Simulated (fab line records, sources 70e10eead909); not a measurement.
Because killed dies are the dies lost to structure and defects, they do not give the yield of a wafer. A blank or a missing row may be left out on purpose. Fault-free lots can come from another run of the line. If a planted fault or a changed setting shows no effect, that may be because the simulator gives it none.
Which tool is to blame? | flow nandHarc | 14 lots with 42 wafers sampled at 6 steps, on a route of 1302 steps

WHAT EACH GAUGE READ, for each wafer
NHARC_A_ONON_D2_THK_MEAS_11: measures by ellipsometry.
lot  | measured     | on           | thkNm (nm)
L964 | day 12 15:26 | filmMetro-01 | 1007 1005 1008
L966 | day 13 01:30 | filmMetro-02 | 987 989 987
L967 | day 13 16:54 | filmMetro-02 | 1005 1004 1005
L969 | day 14 12:43 | filmMetro-01 | 1004 1007 1003
L970 | day 15 10:57 | filmMetro-01 | 994 995 995
L972 | day 16 03:17 | filmMetro-02 | 973 972 973
L974 | day 16 21:28 | filmMetro-01 | 990 990 991
L979 | day 19 01:49 | filmMetro-01 | 1001 1000 997
L981 | day 19 17:57 | filmMetro-02 | 1589 1590 1590
L982 | day 20 02:22 | filmMetro-02 | 1616 1617 1615
L984 | day 21 01:20 | filmMetro-02 | 1001 1002 1002
L985 | day 21 06:12 | filmMetro-02 | 1007 1008 1007
L986 | day 21 18:38 | filmMetro-01 | 985 983 983
L987 | day 21 18:48 | filmMetro-02 | 979 978 978

NHARC_END_SORT_01.
lot  | measured     | on        | killedAtArray | killedAtOther | killedAtPeriphery | killedDies  | killedOpen | killedShort
L981 | day 31 12:39 | prober-01 | 674 672 669   | 0 1 0         | 3 4 8             | 677 677 677 | 5 4 4      | 0 1 0
L982 | day 31 09:13 | prober-02 | 673 671 673   | 0 0 0         | 4 6 4             | 677 677 677 | 2 2 2      | 1 3 4

WHAT TOOL EACH LOT RAN ON (gives the tool, then ch and the chambers of the sampled wafers, and finally the start)
lot  | NHARC_A_CHANNEL_FILL_D1_CMP_10 | NHARC_A_DECK1_JOINT_CMP_13    | NHARC_A_ONON_D2_DEP_09          | NHARC_A_CHANNEL_HOLE_D2_DEP_00
L964 | cmp-01 ch 0,1,3, day 11 03:04  | cmp-04 ch 1,2,3, day 11 13:46 | pecvdOnon-04 ch 0, day 12 14:58 | aclDep-03 ch 0, day 13 02:46
L966 | cmp-03 ch 0,2,3, day 11 15:47  | cmp-01 ch 0,2,3, day 12 02:22 | pecvdOnon-03 ch 0, day 13 01:03 | aclDep-02 ch 0, day 13 14:25
L967 | cmp-03 ch 0,1,2, day 12 04:44  | cmp-04 ch 0,1,2, day 12 15:33 | pecvdOnon-02 ch 0, day 13 16:23 | aclDep-03 ch 0, day 14 07:25
L969 | cmp-01 ch 1,2,3, day 12 18:55  | cmp-01 ch 0,1,3, day 13 05:31 | pecvdOnon-03 ch 0, day 14 12:16 | aclDep-01 ch 0, day 15 00:22
L970 | cmp-03 ch 1,2,3, day 13 15:31  | cmp-03 ch 0,1,3, day 14 02:19 | pecvdOnon-04 ch 0, day 15 10:26 | aclDep-02 ch 0, day 15 23:35
L972 | cmp-02 ch 0,2, day 14 18:08    | cmp-03 ch 0,1,3, day 15 04:58 | pecvdOnon-02 ch 0, day 16 02:50 | aclDep-03 ch 0, day 16 17:02
L974 | cmp-01 ch 0,1, day 15 05:29    | cmp-01 ch 1,3, day 15 16:05   | pecvdOnon-03 ch 0, day 16 20:57 | aclDep-03 ch 0, day 17 08:13
L979 | cmp-01 ch 0,3, day 17 07:08    | cmp-01 ch 0,1, day 17 20:18   | pecvdOnon-04 ch 0, day 19 01:22 | aclDep-01 ch 0, day 19 16:13
L981 | cmp-02 ch 0,1, day 18 01:34    | cmp-01 ch 1,2,3, day 18 12:21 | pecvdOnon-04 ch 0, day 19 17:30 | -
L982 | cmp-03 ch 0,3, day 18 12:50    | cmp-04 ch 0,2, day 18 23:23   | pecvdOnon-04 ch 0, day 20 01:50 | -
L984 | cmp-01 ch 1,2,3, day 19 10:53  | cmp-01 ch 0,3, day 19 21:37   | pecvdOnon-02 ch 0, day 21 00:56 | aclDep-02 ch 0, day 21 18:04
L985 | cmp-02 ch 0,2, day 19 15:08    | cmp-04 ch 0,2,3, day 20 01:46 | pecvdOnon-02 ch 0, day 21 05:41 | aclDep-03 ch 0, day 21 17:43
L986 | cmp-01 ch 0,1, day 20 05:59    | cmp-01 ch 1,2,3, day 20 16:47 | pecvdOnon-03 ch 0, day 21 18:11 | aclDep-01 ch 0, day 22 07:30
L987 | cmp-03 ch 0,1,2, day 20 06:02  | cmp-03 ch 0,3, day 20 16:46   | pecvdOnon-02 ch 0, day 21 18:25 | aclDep-02 ch 0, day 22 06:11
- NHARC_A_CHANNEL_FILL_D1_CMP_10: polishes, target thk 150 nm.
- NHARC_A_DECK1_JOINT_CMP_13: polishes, target thk 51.023 nm.
- NHARC_A_ONON_D2_DEP_09: target thk 1000 nm.
- NHARC_A_CHANNEL_HOLE_D2_DEP_00: deposits aC, target thk 3100 nm.

AS READ BY THE TOOLS THEMSELVES (means over the sampled wafers that have a number; for cases with no such wafer, the mark the record gives instead)
NHARC_A_CHANNEL_FILL_D1_CMP_10.
lot  | tool   | motorCurrentA (A) | timeToEndpointS (s)
L964 | cmp-01 | 13.3              | 15
L966 | cmp-03 | 11.9              | 14
L967 | cmp-03 | 12.8              | 12
L969 | cmp-01 | 12.6              | 17
L970 | cmp-03 | 12.3              | 14
L972 | cmp-02 | 11.9              | 14
L974 | cmp-01 | 13.7              | 17
L979 | cmp-01 | 13.4              | 17
L981 | cmp-02 | 13.6              | 17
L982 | cmp-03 | 12.7              | 12
L984 | cmp-01 | 12.5              | 17
L985 | cmp-02 | 11.5              | 22
L986 | cmp-01 | 14.1              | 13
L987 | cmp-03 | 12.7              | 14

NHARC_A_DECK1_JOINT_CMP_13.
lot  | tool   | motorCurrentA (A) | timeToEndpointS (s)
L964 | cmp-04 | 12.4              | 6.1
L966 | cmp-01 | 13.5              | 9.9
L967 | cmp-04 | 12.6              | 13.2
L969 | cmp-01 | 13.3              | 7.1
L970 | cmp-03 | 12.3              | 6.4
L972 | cmp-03 | 11.8              | 6.7
L974 | cmp-01 | 12.2              | 7.9
L979 | cmp-01 | 13.9              | 8.2
L981 | cmp-01 | 12.6              | 8.9
L982 | cmp-04 | 12.1              | 7.5
L984 | cmp-01 | 13.9              | 7.0
L985 | cmp-04 | 11.9              | 6.3
L986 | cmp-01 | 12.7              | 9.9
L987 | cmp-03 | 12.0              | 9.3

NHARC_A_CHANNEL_HOLE_D2_DEP_00.
lot  | tool      | throttleValvePct (%)
L964 | aclDep-03 | 35.008
L966 | aclDep-02 | 34.995
L967 | aclDep-03 | 35.003
L969 | aclDep-01 | 35.004
L970 | aclDep-02 | 34.997
L972 | aclDep-03 | 35.003
L974 | aclDep-03 | 35.002
L979 | aclDep-01 | 35.001
L984 | aclDep-02 | 35.000
L985 | aclDep-03 | 35.000
L986 | aclDep-01 | 35.002
L987 | aclDep-02 | 35.001

THE ANSWER, worked out from the rows above alone
Rule: the usual values come from the lots themselves. Put in order of their means at a reading, lots are off if they are a third of the lots or fewer, leave a main group of 4 or more, and stand apart from it by a gap of 3 or more times the standard deviation of the main group's means; of several such gaps the widest counts. A main group is skipped when, at the precision printed for the reading in the tables above, its means are all equal. Also off: a lot with no number at a reading for which 4 or more lots have one. Any other lot the step has rows for is counted as sound. The gauges are gone through in route order, then the tools' own readings, and for those a lot's mean is taken as printed above. The first step at which some lot is off is used, and at that step the reading that is off furthest; a lot without a number counts as furthest.
Off: L981, L982 (NHARC_A_ONON_D2_THK_MEAS_11, thkNm). The main group has a mean of 994 nm with a standard deviation of 11.
If a tool, at a process step before that reading, ran all the lots that are off and no sound lot after the first of them, it fits. Gauges at NHARC_A_ONON_D2_THK_MEAS_11: tried the same way as those tools. One fits: pecvdOnon-04 at NHARC_A_ONON_D2_DEP_09. Its last sound lot is L979 (day 19 01:22), its first lot that is off L981 (day 19 17:30): a fault that began between those two fits.

WHAT THE SIMULATOR HAD INSERTED
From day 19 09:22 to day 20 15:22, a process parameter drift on pecvdOnon-04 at NHARC_A_ONON_D2_DEP_09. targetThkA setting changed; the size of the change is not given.
Shown lots that were struck: L981, L982. The rule above found the same.
